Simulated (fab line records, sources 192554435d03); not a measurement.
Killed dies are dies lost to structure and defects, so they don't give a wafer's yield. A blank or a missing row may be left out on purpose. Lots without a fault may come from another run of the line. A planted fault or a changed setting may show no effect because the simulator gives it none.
Split-lot experiment | flow n5_finfet | 7 lots, 21 wafers read, on a route of 1938 steps

THE SPLIT
At N5_BEOL_M7_DESCUM_33 (chemistry O2, time 7 s), the setting time_s was moved away from the recipe's 7 s on 8 of the 21 wafers read, by -19.4% to -7.5%. The other wafers ran this setting at the recipe's value.

The file shows no step between the split and the reading.

THE READING
CAR-EUV_of_BEOL_M7_COAT_22.thk_nm (the simulator's own value, which no gauge read), in nm, at N5_BEOL_M7_ETCH_72 (etches underlayer in N2/H2, target depth 6.5 nm, time 5.2 s). The file gives no usual value for it. The 13 wafers here that ran the recipe average 20.4 nm, standard deviation 0.11 nm.

wafer  | tool, chamber at the split | time_s as run, s | against the recipe | CAR-EUV_of_BEOL_M7_COAT_22.thk_nm, nm | against lot-mates on the recipe
L079.1 | rie_diel-03, 0,1           | 7                | recipe             | 20.4                                  | -
L079.5 | rie_diel-03, 0,1           | 7                | recipe             | 20.4                                  | -
L079.2 | rie_diel-03, 1             | 5.639            | -19.4%             | 21                                    | +0.6
L088.2 | rie_diel-03, 0             | 7                | recipe             | 20.4                                  | -
L088.4 | rie_diel-03, 1             | 7                | recipe             | 20.4                                  | -
L088.6 | rie_diel-03, 0             | 7                | recipe             | 20.4                                  | -
L094.1 | rie_diel-04, 1             | 7                | recipe             | 20.2                                  | -
L094.4 | rie_diel-04, 3,1           | 6.476            | -7.5%              | 20.8                                  | +0.6
L094.6 | rie_diel-04, 3,1           | 6.476            | -7.5%              | 20.6                                  | +0.4
L090.1 | rie_diel-04, 1,0           | 5.91             | -15.6%             | 20.8                                  | +0.2
L090.5 | rie_diel-04, 1,0           | 5.91             | -15.6%             | 20.8                                  | +0.2
L090.3 | rie_diel-04, 2             | 7                | recipe             | 20.6                                  | -
L096.1 | rie_diel-01, 3             | 7                | recipe             | 20.6                                  | -
L096.3 | rie_diel-01, 0             | 5.691            | -18.7%             | 21.2                                  | +0.7
L096.6 | rie_diel-01, 3             | 7                | recipe             | 20.4                                  | -
L092.1 | rie_diel-01, 2,0           | 5.88             | -16.0%             | 21                                    | +0.6
L092.2 | rie_diel-01, 1             | 7                | recipe             | 20.4                                  | -
L092.3 | rie_diel-01, 2,0           | 5.88             | -16.0%             | 20.8                                  | +0.4
L095.1 | rie_diel-01, 2,3           | 7                | recipe             | 20.4                                  | -
L095.2 | rie_diel-01, 2,3           | 7                | recipe             | 20.4                                  | -
L095.6 | rie_diel-01, 0             | 7                | recipe             | 20.2                                  | -
Where a row lists several chambers, the file gives one row for several wafers and doesn't say which wafer went through which chamber.

THE FIT
A straight line over all 21 wafers: CAR-EUV_of_BEOL_M7_COAT_22.thk_nm changes by -0.0323 nm for each +1% of time_s; r = -0.91; the points scatter about the line by 0.12 nm.
The same after taking each lot's own level away (the mean of its wafers on the recipe; 21 wafers): -0.0285 nm for each +1%; r = -0.84; scatter 0.14 nm.
On that fit, the largest move of time_s shifts the reading by 0.55 nm.
The lots' own levels span 20.20 to 20.60 nm, that is 3.6 times the standard deviation above.
So the lot-to-lot level changes the slope: the two fits differ.
Check: with one of the wafers moved furthest among these (-19.4%) left out of the fit, the line predicts +0.565 nm for it against its lot-mates. It came out at +0.6 nm against them.

OTHER SPLITS ON THESE WAFERS
These wafers also went through other splits before the reading. Each is held against what the fit with the lots' levels taken away leaves over:
other split on the same wafers     | wafers away from the commonest value | r with CAR-EUV_of_BEOL_M7_COAT_22.thk_nm (lot level and that fit taken away)
N5_BEOL_M4_DESCUM_33 time_s        | 6                                    | -0.08
N5_BEOL_M4_TRENCH_ETCH_37 source_w | 7                                    | +0.04
N5_BEOL_M4_SPUTTER_79 time_s       | 8                                    | -0.30

THE WHOLE CHAIN: every reading that the file lists as answering this split, in the file's order
step                 | what it does                                                | reading                                                                            | change (the file's fit)                | r (the file's)
N5_BEOL_M7_DESCUM_33 | chemistry O2, time 7 s                                      | CAR-EUV_of_BEOL_M7_COAT_22.thk_nm (the simulator's own value, which no gauge read) | -0.0354 nm for each +1% of the setting | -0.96
N5_BEOL_M7_ETCH_72   | etches underlayer in N2/H2, target depth 6.5 nm, time 5.2 s | CAR-EUV_of_BEOL_M7_COAT_22.thk_nm (the simulator's own value, which no gauge read) | -0.0309 nm for each +1% of the setting | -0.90

THE FILE'S OWN FIT
CAR-EUV_of_BEOL_M7_COAT_22.thk_nm changes by -0.0309 nm for each +1% of time_s, r = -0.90.
